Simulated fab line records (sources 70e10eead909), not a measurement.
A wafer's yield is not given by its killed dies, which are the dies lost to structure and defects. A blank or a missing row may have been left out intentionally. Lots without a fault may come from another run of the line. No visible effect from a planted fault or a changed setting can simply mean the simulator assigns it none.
fab line records	flow nand-harc	part 1 of 2: steps 1 to 39 of 40
[record] lots = 6	wafers = 18	last-day = 32
route steps=1302 shown P_M1@295 P_M2@318 END@1302
lots with no fault: from the same line, run without faults
start-h: the number of hours between the record's first day and the start of the first shown wafer of the lot	wait-h: time in hours since the lot's previous step	" same as the row above	L1.1+2: one row covering several wafers at once	- no value, or no start was given	* or withheld: withheld	< > ~ a bound
route shown NAME@n: a module of which the file shows steps, and the number in the route of the first	usual: mean and standard deviation over wafers with no fault	same: alike in all rows	chamber/n: place in a boat	sites: per-site readings	_std_site: the values' standard deviation	_edge_site: inner sites' mean taken away from outer sites' mean	radius-mm: how far each site lies from the wafer's centre	mask NAME#n: copy n	behind: the tool/chamber that last shaped the wafer	hold: cause of the lot's hold/its duration in hours/its outcome	device: whichever transistor did not switch (one of n, p or np)	end of line: the same wafers' tests at the end of the route	for a step that has no rows: nothing shown but its recipe	killed: at the first sort, the dies lost to defects and structure; wafer yield is something else	map: shows each die of a wafer: x if killed, . if not, _ if none is there
set.NAME: the setting the step ran with; set.NAME@STEP: the setting that earlier step ran with	model.NAME: the simulator's own value behind a step, which no gauge read
lots at selected steps of the route; one table per step, one row per wafer
services: when a tool's chamber went out of use (start-h, in hours from the record's first day, below 0 if earlier), for how many hours, and the reason
[[steps]]
[step NHARC_P_M1_CD_MEAS_09]
[recipe] target-cd-nm = 130	landing-energy-ev = 500
[usual] cd-nm = 129.9/0.86
lot.wafer	tool	chamber	start-h	wait-h	cd-nm
L396.3	cd-sem-03	0	171.71	-	128.9
L396.4	"	0	"	"	130.7
L396.5	"	0	"	"	129.9
L398.1	cd-sem-02	0	199.86	-	129.5
L398.5	"	0	"	"	130.8
L398.6	"	0	"	"	129.3
L405.1	cd-sem-02	0	272.50	-	130.1
L405.2	"	0	"	"	128.7
L405.5	"	0	"	"	129.5
L406.1	cd-sem-02	0	276.54	-	128.5
L406.5	"	0	"	"	128.9
L406.6	"	0	"	"	128.1
L407.1	cd-sem-03	0	284.76	-	127.1
L407.3	"	0	"	"	126.9
L407.4	"	0	"	"	127.5
L414.4	cd-sem-02	0	350.85	-	130.0
L414.5	"	0	"	"	130.5
L414.6	"	0	"	"	129.8
[step NHARC_P_M1_OVL_MEAS_10]
[recipe] pitch-nm = 260
[usual] overlay-x-nm = 0.3/0.65	overlay-y-nm = 0.2/0.91
lot.wafer	tool	chamber	start-h	wait-h	overlay-x-nm	overlay-y-nm
L396.3	overlay-01	-	171.79	-	0.6	1.2
L396.4	"	-	"	"	0.5	1.9
L396.5	"	-	"	"	0.0	1.9
L398.1	overlay-01	-	199.95	-	0.0	0.6
L398.5	"	-	"	"	0.1	1.0
L398.6	"	-	"	"	0.1	1.3
L405.1	overlay-01	-	272.59	-	0.5	1.1
L405.2	"	-	"	"	1.1	1.2
L405.5	"	-	"	"	1.0	1.1
L406.1	overlay-02	-	276.62	-	0.3	1.9
L406.5	"	-	"	"	0.3	1.5
L406.6	"	-	"	"	0.9	1.7
L407.1	overlay-01	-	284.85	-	-0.2	0.4
L407.3	"	-	"	"	0.1	0.1
L407.4	"	-	"	"	0.0	0.5
L414.4	overlay-02	-	350.94	-	1.5	-1.8
L414.5	"	-	"	"	1.2	-1.6
L414.6	"	-	"	"	0.9	-1.5
[step NHARC_P_M1_INSPECT_11]
[usual] raw-defect-count = 4.3/2.1
lot.wafer	tool	chamber	start-h	wait-h	raw-defect-count
L396.3	defect-inspect-02	-	171.83	0.0	1
L396.4	"	-	"	"	3
L396.5	"	-	"	"	3
L398.1	defect-inspect-01	-	199.99	0.0	2
L398.5	"	-	"	"	0
L398.6	"	-	"	"	5
L405.1	defect-inspect-02	-	272.62	0.0	2
L405.2	"	-	"	"	4
L405.5	"	-	"	"	9
L406.1	defect-inspect-01	-	276.66	0.0	2
L406.5	"	-	"	"	8
L406.6	"	-	"	"	3
L407.1	defect-inspect-01	-	284.88	0.0	2
L407.3	"	-	"	"	3
L407.4	"	-	"	"	2
L414.4	defect-inspect-01	-	350.97	0.0	10
L414.5	"	-	"	"	4
L414.6	"	-	"	"	3
[step NHARC_P_M1_DESCUM_14]
[recipe] time-s = 3	o2-flow-sccm = 200	ar-flow-sccm = 0	bias-power-w = 0	chemistry = O2
[usual] drypump-motor-current-A = 5.7/0.36	oes-product-au = 0.999/0.012	rf-vpp-V = 57.8/0.89	showerhead-plenum-p-Torr = 1.91/0.089	throttle-valve-pct = 11.310/0.0088
lot.wafer	tool	chamber	start-h	wait-h	drypump-motor-current-A	oes-product-au	rf-hours-counter-h	rf-vpp-V	showerhead-plenum-p-Torr	throttle-valve-pct
L396.4	rie-diel-07	2	171.91	0.1	6.3	1.002	4	57.0	1.84	11.300
L396.3	"	3	"	"	5.4	0.997	3	60.1	1.93	11.320
L396.5	"	0	"	"	5.7	0.998	-	56.8	1.79	11.325
L398.1	rie-diel-07	1	200.07	0.1	5.6	1.004	6	56.3	1.77	11.307
L398.6	"	2	"	"	6.3	0.992	-	56.9	1.84	11.311
L398.5	"	3	"	"	5.4	0.976	-	56.9	1.92	11.323
L405.2	rie-diel-07	3	272.69	0.1	5.4	0.984	14	58.2	1.92	11.306
L405.1	"	1	"	"	5.6	0.987	10	55.9	1.77	11.318
L405.5	"	3	"	"	5.4	0.980	-	58.2	1.92	11.296
L406.1	rie-diel-03	1	276.74	0.1	5.4	1.009	11	57.8	1.88	11.294
L406.6	"	3	"	"	5.8	0.994	-	57.8	2.06	11.310
L406.5	"	0	"	"	5.4	1.008	-	58.4	2.01	11.295
L407.3	rie-diel-07	2	284.94	0.1	6.3	0.986	15	58.9	1.84	11.309
L407.4	"	3	"	"	5.4	0.992	15	59.4	1.92	11.305
L407.1	"	0	"	"	5.7	0.996	14	57.2	1.79	11.321
L414.4	rie-diel-03	3	351.06	0.1	5.8	1.004	3	57.7	2.06	11.303
L414.6	"	0	"	"	5.3	1.017	-	58.0	2.00	11.311
L414.5	"	1	"	"	5.4	0.989	-	57.8	1.87	11.309
[step NHARC_P_M1_ETCH_35]
[recipe] target-depth-a = 400	overetch-a = 120	time-s = 43.94	ion-energy-ev = 200	n2-flow-sccm = 150	h2-flow-sccm = 150	ar-flow-sccm = 0	rf-w = 400	bias-w = 150	chemistry = N2/H2
[step NHARC_P_M1_ETCH_15]
[recipe] target-depth-a = 1825	time-s = 91.2	c4f8-flow-sccm = withheld	ar-flow-sccm = 400	rf-w = 600	bias-w = 300	chemistry = C4F8/Ar
[usual] oes-product-au = 0.958/0.022	rf-vpp-V = 440.5/3
lot.wafer	tool	chamber	start-h	wait-h	oes-product-au	rf-hours-counter-h	rf-vpp-V
L396.4	rie-diel-07	0	-	-	0.960	4	439.0
L396.3	"	1	"	"	0.972	4	436.7
L396.5	"	1	"	"	0.976	-	437.3
L398.1	rie-diel-07	0	-	-	0.924	6	437.4
L398.5	"	3	"	"	0.907	-	441.8
L398.6	"	0	"	"	0.927	-	437.5
L405.2	rie-diel-07	3	-	-	0.913	14	440.4
L405.1	"	2	"	"	0.920	14	437.3
L405.5	"	3	"	"	0.916	-	441.3
L406.1	rie-diel-03	0	-	-	0.971	8	444.7
L406.5	"	0	"	"	0.960	-	443.6
L406.6	"	1	"	"	0.984	-	439.4
L407.1	rie-diel-07	2	-	-	0.946	15	436.3
L407.4	"	3	"	"	0.952	15	442.5
L407.3	"	0	"	"	0.973	14	437.7
L414.4	rie-diel-03	0	-	-	0.982	4	444.3
L414.5	"	1	"	"	0.957	-	438.4
L414.6	"	2	"	"	0.961	-	440.5
[step NHARC_P_M1_CD_MEAS_16]
[usual] cd-nm = 129.7/1.2
lot.wafer	tool	chamber	start-h	wait-h	cd-nm
L396.3	cd-sem-03	-	172.20	-	129.6
L396.4	"	-	"	"	130.8
L396.5	"	-	"	"	131.0
L398.1	cd-sem-02	-	200.35	-	130.2
L398.5	"	-	"	"	130.8
L398.6	"	-	"	"	130.1
L405.1	cd-sem-03	-	273.45	-	130.5
L405.2	"	-	"	"	129.0
L405.5	"	-	"	"	129.6
L406.1	cd-sem-01	-	277.03	-	128.2
L406.5	"	-	"	"	128.1
L406.6	"	-	"	"	127.5
L407.1	cd-sem-03	-	285.25	-	127.4
L407.3	"	-	"	"	126.5
L407.4	"	-	"	"	128.1
L414.4	cd-sem-01	-	351.34	-	130.0
L414.5	"	-	"	"	130.3
L414.6	"	-	"	"	128.5
[step NHARC_P_M1_STRIP_18]
[recipe] power-w = 1000	n2-flow-sccm = 150	h2-flow-sccm = 150	ar-flow-sccm = 0	bias-w = 0	chemistry = N2/H2
[step NHARC_P_M1_ETCH_28]
[recipe] target-depth-a = 300	over-etch-frac = 0.3	time-s = 72.99	ion-energy-ev = 150	cf4-flow-sccm = 50	n2-flow-sccm = 100	ar-flow-sccm = 150	rf-w = 300	bias-w = 100	chemistry = CF4/N2
[step NHARC_P_M1_STRIP_19]
[recipe] time-s = 600	temp-c = 30	chemistry = post-etch-residue-remover
[step NHARC_P_M1_DEGAS_29]
[recipe] temp-c = 250	time-s = 60
[step NHARC_P_M1_PRE_CLEAN_30]
[recipe] time-s = 30	temp-c = 280	gas = H2/He
[step NHARC_P_M1_PVD_20]
[recipe] target-thk-a = 50	bias-v = 168.6	power-w = 15000	chamber-pressure-pa = 0.12	time-s = 8.06	substrate-temp-c = 50	material = TaN
[usual] throttle-valve-pct = 30.1/1.3
lot.wafer	tool	chamber	start-h	wait-h	throttle-valve-pct
L396.3	pvd-sputter-01	-	173.05	-	30.6
L396.4	"	-	"	"	29.8
L396.5	"	-	"	"	30.8
L398.1	pvd-sputter-02	-	201.20	-	31.4
L398.5	"	-	"	"	28.1
L398.6	"	-	"	"	28.5
L405.2	pvd-sputter-02	-	274.34	-	31.3
L405.1	"	-	"	"	30.1
L405.5	"	-	"	"	30.0
L406.1	pvd-sputter-01	-	277.89	-	29.8
L406.5	"	-	"	"	30.3
L406.6	"	-	"	"	30.2
L407.4	pvd-sputter-01	-	286.07	-	30.3
L407.1	"	-	"	"	30.6
L407.3	"	-	"	"	30.5
L414.4	pvd-sputter-02	-	352.20	-	30.7
L414.5	"	-	"	"	29.3
L414.6	"	-	"	"	28.4
[step NHARC_P_M1_PVD_21]
[recipe] target-thk-a = 300	chamber-pressure-pa = 5	power-w = 5000	substrate-temp-c = 30	time-s = 20.49	material = Cu
[step NHARC_P_M1_ECD_22]
[recipe] target-thk-a = 4000	bath-temp-c = 25	material = Cu
[step NHARC_P_M1_ANNEAL_31]
[recipe] temp-c = 225	time-s = 90
[step NHARC_P_M1_CMP_23]
[recipe] t-overpolish-s = 20	target-thk-nm = 157.82
[step NHARC_P_M1_THK_MEAS_24]
[recipe] thk-meas-gauge = xrf
[usual] thk-nm = 157.3/1.7
lot.wafer	tool	chamber	start-h	wait-h	thk-nm
L396.3	film-metro-02	-	174.33	-	156.2
L396.4	"	-	"	"	155.1
L396.5	"	-	"	"	155.9
L398.1	film-metro-02	-	202.47	-	155.8
L398.5	"	-	"	"	157.0
L398.6	"	-	"	"	157.0
L405.1	film-metro-01	-	275.63	-	158.0
L405.2	"	-	"	"	159.5
L405.5	"	-	"	"	158.6
L406.1	film-metro-01	-	279.12	-	160.1
L406.5	"	-	"	"	157.8
L406.6	"	-	"	"	156.9
L407.1	film-metro-02	-	287.37	-	158.2
L407.3	"	-	"	"	158.5
L407.4	"	-	"	"	156.4
L414.4	film-metro-02	-	353.44	-	157.9
L414.5	"	-	"	"	157.6
L414.6	"	-	"	"	158.0
[step NHARC_P_M1_SRD_25]
[step NHARC_P_M1_PRE_CLEAN_32]
[recipe] time-s = 12	temp-c = 370	rf-power-w = 300	gas = NH3
[usual] heater-power-w = 651/67
lot.wafer	tool	chamber	start-h	wait-h	heater-power-w
L396.3	pecvd-03	1	174.58	0.1	644
L396.4	"	0	"	"	592
L396.5	"	1	"	"	669
L398.1	pecvd-04	1	202.75	0.1	580
L398.5	"	2	"	"	702
L398.6	"	1	"	"	580
L405.1	pecvd-02	0	275.99	0.2	614
L405.2	"	1	"	"	669
L405.5	"	0	"	"	606
L406.1	pecvd-02	0	279.34	0.1	642
L406.5	"	0	"	"	667
L406.6	"	2	"	"	528
L407.1	pecvd-04	2	287.59	0.1	774
L407.3	"	0	"	"	643
L407.4	"	1	"	"	560
L414.4	pecvd-04	1	353.71	0.1	594
L414.5	"	2	"	"	729
L414.6	"	0	"	"	722
[step NHARC_P_M1_DEP_33]
[recipe] target-thk-a = 300	temp-c = 370	target-thk-nm = 30	pressure-torr = 3	flow-sccm = 200	rf-w = 450	material = SiCN
[step NHARC_P_M2_DEP_00]
[recipe] target-thk-a = 1825	target-thk-nm = 182.5	temp-c = withheld	pressure-torr = 5	flow-sccm = 200	rf-w = 600	material = SiOC
[step NHARC_P_M2_DEHYDRATE_01]
[recipe] temp-c = 150	time-s = 120
[step NHARC_P_M2_HMDS_02]
[recipe] time-s = 30
[step NHARC_P_M2_COAT_34]
[recipe] temp-c = 200	time-s = 65
[step NHARC_P_M2_COAT_03]
[recipe] spin-rpm = 1500	resist-thk-nm = 90
[step NHARC_P_M2_SOFTBAKE_04]
[recipe] temp-c = 105	time-s = 55
[step NHARC_P_M2_EBR_05]
[step NHARC_P_M2_EXPOSE_06]
[recipe] na = 1.35	target-cd-nm = 170	dose-mj = 80.78	mask-id = P_M2
[step NHARC_P_M2_PEB_07]
[recipe] peb-temp-c = 100	peb-time-s = 65
[step NHARC_P_M2_DEVELOP_08]
[recipe] develop-time-s = 35	dev-temp-c = 23
[step NHARC_P_M2_CD_MEAS_09]
[recipe] target-cd-nm = 170	landing-energy-ev = 500
[usual] cd-nm = 169.8/0.75
lot.wafer	tool	chamber	start-h	wait-h	cd-nm
L396.3	cd-sem-03	0	175.86	-	169.7
L396.4	"	0	"	"	170.1
L396.5	"	0	"	"	170.1
L398.1	cd-sem-01	0	203.92	-	170.4
L398.5	"	0	"	"	171.1
L398.6	"	0	"	"	170.9
L405.1	cd-sem-03	0	277.17	-	169.9
L405.2	"	0	"	"	170.1
L405.5	"	0	"	"	170.5
L406.1	cd-sem-01	0	280.64	-	170.4
L406.5	"	0	"	"	169.3
L406.6	"	0	"	"	169.9
L407.1	cd-sem-03	0	288.92	-	168.7
L407.3	"	0	"	"	169.5
L407.4	"	0	"	"	170.1
L414.4	cd-sem-02	0	355.00	-	169.1
L414.5	"	0	"	"	169.5
L414.6	"	0	"	"	168.2
[step NHARC_P_M2_OVL_MEAS_10]
[recipe] pitch-nm = 340
[usual] overlay-x-nm = 0.0/0.83	overlay-y-nm = 0.1/0.92
lot.wafer	tool	chamber	start-h	wait-h	overlay-x-nm	overlay-y-nm
L396.3	overlay-02	-	175.95	-	-0.1	0.8
L396.4	"	-	"	"	0.1	0.8
L396.5	"	-	"	"	-0.2	0.6
L398.1	overlay-02	-	204.01	-	-1.2	-0.5
L398.5	"	-	"	"	-0.8	-0.3
L398.6	"	-	"	"	-1.3	-0.7
L405.1	overlay-02	-	277.26	-	0.1	0.3
L405.2	"	-	"	"	0.2	-0.7
L405.5	"	-	"	"	0.5	-0.2
L406.1	overlay-01	-	280.73	-	-0.4	0.5
L406.5	"	-	"	"	-0.5	0.1
L406.6	"	-	"	"	-0.1	0.0
L407.1	overlay-02	-	289.01	-	0.2	0.8
L407.3	"	-	"	"	0.0	1.7
L407.4	"	-	"	"	-0.7	1.4
L414.4	overlay-02	-	355.08	-	-0.5	-0.1
L414.5	"	-	"	"	-0.6	0.5
L414.6	"	-	"	"	-1.0	0.2
[step NHARC_P_M2_DESCUM_14]
[recipe] time-s = 3	o2-flow-sccm = 200	ar-flow-sccm = 0	bias-power-w = 0	chemistry = O2
[usual] drypump-motor-current-A = 5.7/0.3	oes-product-au = 0.999/0.012	rf-vpp-V = 57.9/0.87	showerhead-plenum-p-Torr = 1.92/0.071	throttle-valve-pct = 11.311/0.0088
lot.wafer	tool	chamber	start-h	wait-h	drypump-motor-current-A	oes-product-au	rf-hours-counter-h	rf-vpp-V	showerhead-plenum-p-Torr	throttle-valve-pct
L396.4	rie-diel-04	2	176.05	0.1	5.4	0.985	8.3	57.5	1.88	11.316
L396.3	"	0	"	"	5.1	1.012	8.0	57.3	1.99	11.316
L396.5	"	2	"	"	5.4	0.998	-	58.3	1.88	11.311
L398.1	rie-diel-11	2	204.12	0.1	5.8	0.975	6.2	57.7	1.91	11.316
L398.5	"	0	"	"	6.1	0.981	-	58.8	1.86	11.315
L398.6	"	1	"	"	6.1	0.996	-	56.3	1.89	11.313
L405.1	rie-diel-01	2	277.37	0.1	5.7	1.000	3.1	59.0	1.93	11.303
L405.2	"	0	"	"	5.2	1.014	3.2	56.7	1.88	11.317
L405.5	"	2	"	"	5.8	0.991	-	56.7	1.93	11.305
L406.1	rie-diel-04	0	280.85	0.1	5.1	1.009	6.7	57.7	1.99	11.303
L406.5	"	2	"	"	5.4	1.022	-	57.3	1.87	11.294
L406.6	"	3	"	"	5.8	0.981	-	58.4	1.98	11.327
L407.3	rie-diel-01	3	289.11	0.1	5.9	1.006	3.5	56.5	1.79	11.315
L407.1	"	0	"	"	5.2	1.005	4.0	59.6	1.88	11.313
L407.4	"	2	"	"	5.7	1.001	3.7	57.1	1.93	11.303
L414.4	rie-diel-01	2	355.19	0.1	5.7	1.002	6.3	58.7	1.93	11.305
L414.6	"	0	"	"	5.2	1.003	-	56.6	1.88	11.307
L414.5	"	1	"	"	5.8	1.005	-	59.0	2.04	11.332
[step NHARC_P_M2_ETCH_35]
[recipe] target-depth-a = 400	overetch-a = 120	time-s = 43.94	ion-energy-ev = 200	n2-flow-sccm = 150	h2-flow-sccm = 150	ar-flow-sccm = 0	rf-w = 400	bias-w = 150	chemistry = N2/H2
[usual] drypump-motor-current-A = 5.7/0.31	oes-product-au = 0.998/0.012	rf-vpp-V = 430.9/2.4	showerhead-plenum-p-Torr = 2.05/0.081	throttle-valve-pct = 14.171/0.01
lot.wafer	tool	chamber	start-h	wait-h	drypump-motor-current-A	oes-product-au	rf-hours-counter-h	rf-vpp-V	showerhead-plenum-p-Torr	throttle-valve-pct
L396.4	rie-diel-04	3	176.13	0.1	5.8	0.995	7.8	432.6	2.11	14.182
L396.3	"	1	"	"	5.7	1.024	7.5	432.2	2.12	14.165
L396.5	"	0	"	"	5.1	1.022	-	432.6	2.13	14.166
L398.1	rie-diel-11	0	204.20	0.1	6.1	0.995	5.8	428.3	1.98	14.177
L398.5	"	3	"	"	5.3	0.997	-	433.3	2.17	14.176
L398.6	"	0	"	"	6.1	0.978	-	429.2	1.98	14.184
L405.2	rie-diel-01	1	277.45	0.1	5.8	0.984	3.1	433.7	2.18	14.165
L405.1	"	2	"	"	5.8	0.994	3.1	432.4	2.05	14.162
L405.5	"	3	"	"	5.9	1.005	-	427.2	1.90	14.186
L406.1	rie-diel-04	0	280.93	0.1	5.1	1.003	6.7	433.4	2.12	14.172
L406.5	"	2	"	"	5.5	1.018	-	428.6	2.00	14.168
L406.6	"	3	"	"	5.8	0.976	-	434.0	2.11	14.155
L407.1	rie-diel-01	2	289.20	0.1	5.7	0.998	3.7	432.0	2.05	14.183
L407.3	"	3	"	"	5.9	1.011	3.6	426.5	1.90	14.178
L407.4	"	0	"	"	5.2	0.995	4.0	429.7	2.01	14.166
L414.4	rie-diel-01	1	355.27	0.1	5.8	0.996	6.3	435.2	2.17	14.180
L414.6	"	3	"	"	5.9	1.010	-	427.7	1.90	14.201
L414.5	"	0	"	"	5.2	1.005	-	430.2	2.01	14.178
[step NHARC_P_M2_ETCH_15]
[recipe] target-depth-a = 1825	time-s = 91.2	c4f8-flow-sccm = withheld	ar-flow-sccm = 400	rf-w = 600	bias-w = 300	chemistry = C4F8/Ar
[step NHARC_P_M2_CD_MEAS_16]
[usual] cd-nm = 169.5/0.97
lot.wafer	tool	chamber	start-h	wait-h	cd-nm
L396.3	cd-sem-03	-	176.36	-	169.0
L396.4	"	-	"	"	168.9
L396.5	"	-	"	"	170.6
L398.1	cd-sem-02	-	204.42	-	170.9
L398.5	"	-	"	"	169.8
L398.6	"	-	"	"	171.0
L405.1	cd-sem-02	-	277.66	-	168.9
L405.2	"	-	"	"	170.3
L405.5	"	-	"	"	170.3
L406.1	cd-sem-01	-	281.14	-	170.3
L406.5	"	-	"	"	169.2
L406.6	"	-	"	"	169.6
L407.1	cd-sem-03	-	289.41	-	168.5
L407.3	"	-	"	"	170.3
L407.4	"	-	"	"	170.2
L414.4	cd-sem-01	-	355.49	-	168.8
L414.5	"	-	"	"	167.6
L414.6	"	-	"	"	167.7
[step NHARC_P_M2_STRIP_18]
[recipe] power-w = 1000	n2-flow-sccm = 150	h2-flow-sccm = 150	ar-flow-sccm = 0	bias-w = 0	chemistry = N2/H2
[step NHARC_P_M2_ETCH_28]
[recipe] target-depth-a = 300	over-etch-frac = 0.3	time-s = 72.99	ion-energy-ev = 150	cf4-flow-sccm = 50	n2-flow-sccm = 100	ar-flow-sccm = 150	rf-w = 300	bias-w = 100	chemistry = CF4/N2
